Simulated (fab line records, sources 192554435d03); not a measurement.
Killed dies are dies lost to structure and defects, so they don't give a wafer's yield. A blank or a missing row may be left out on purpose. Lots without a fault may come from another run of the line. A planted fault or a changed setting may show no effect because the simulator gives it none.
Problem report in the 8D (eight disciplines) form, filled by code | flow n5_finfet | the parts of the form that need people (team, actions taken, sign-off) are left out

1. THE PROBLEM
M2_ILD_THK at N5_BEOL_M2_THK_MEAS_01 reads a mean of 95.1 nm on 3 wafers of 1 lot; wafers without a fault read 79.1 nm with a standard deviation of 1.3. That is +12 standard deviations from the usual mean.
First seen on wafer L500.4, day 9 21:54, on film_metro-01. The record holds 27 wafers of 9 lots with a number at this step. Rule for "out", or "out of limits": more than 4 standard deviations from the usual mean. The other wafers with a number count as sound.

2. WHAT IT IS AND WHAT IT IS NOT
question                    | is                     | is not
which readings at this step | M2_ILD_THK             | -
which lots                  | L500                   | L487, L494, L496, L503, L504, L505, L507, L508
which wafers of those lots  | all that have a number | -
read on which gauges        | film_metro-01          | film_metro-02
when                        | from day 9 21:54       | up to then (9 sound wafers); but 15 sound wafers of L503, L504, L505, L507, L508 came after

3. SUSPECTS, AND WHAT RULES EACH OUT
Counting: a tool at a process step up to the reading stays a suspect if it ran every lot that is out and no sound lot after the first of them.
- the gauge at N5_BEOL_M2_THK_MEAS_01: kept. All the wafers that are out were read on film_metro-01, and no step on other tools shows them out.
- pvd_sputter-01 at N5_BEOL_M1_SPUTTER_94 (material Cu, target thk 4.5 nm, time 8.29 s): ruled out as a lasting fault. Sound lots L504, L505 ran on it after its first lot that is out, L500 (day 9 20:28).
- pvd_sputter-01 at N5_BEOL_M1_ANNEAL_95 (time 240 s): ruled out as a lasting fault. Sound lots L504, L505 ran on it after its first lot that is out, L500 (day 9 20:33).
- pecvd-02 at N5_BEOL_M2_ILD_DEP_00 (deposits SiOC from DEMS/O2, target thk 79 nm, time 15.3 s): kept. It ran the lot that is out, L500 (day 9 21:51), and no sound lot after that; its last sound lot up to then is L496 (day 9 03:31).
Left after counting: pecvd-02 at N5_BEOL_M2_ILD_DEP_00, film_metro-01 at N5_BEOL_M2_THK_MEAS_01.

4. THE CAUSE (what the simulator had put in)
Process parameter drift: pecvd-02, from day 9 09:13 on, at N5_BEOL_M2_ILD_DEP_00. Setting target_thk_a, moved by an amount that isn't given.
Counting left 2 suspects, and this tool is among them.

5. THE CHAIN OF EFFECTS, in route order
Each row: a reading whose mean over the struck wafers that have a number lies more than 3 standard deviations from the usual. Only readings for which the record gives a usual standard deviation are gone through. hours: the time from each lot's start at the first step in this table that gives one to its start at this step, as a median over the lots. sigmas: the change in usual standard deviations.
hours | step                   | reading    | usual   | on struck wafers | change | sigmas
0     | N5_BEOL_M2_THK_MEAS_01 | M2_ILD_THK | 79.1 nm | 95.1             | +16.0  | +12
Later measuring or inspecting steps at which every struck wafer that the step has a row for has a number for every such reading, and none has moved that far: N5_BEOL_M4_RC_MEAS_101.

6. WHAT WOULD HAVE CAUGHT IT SOONER
In this record the first reading out of limits at a measuring or inspecting step was taken at day 9 21:54, 13 hours after the fault began at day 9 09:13.
Of the tool readings at N5_BEOL_M2_ILD_DEP_00 for which the record gives a usual standard deviation, none was out on any struck wafer, so an alarm limit of 4 standard deviations on them would not have fired.
All the lots that are out (1) had begun N5_BEOL_M2_ILD_DEP_00 on pecvd-02 by day 9 21:54. A hold on the tool at that time would have spared none of them.
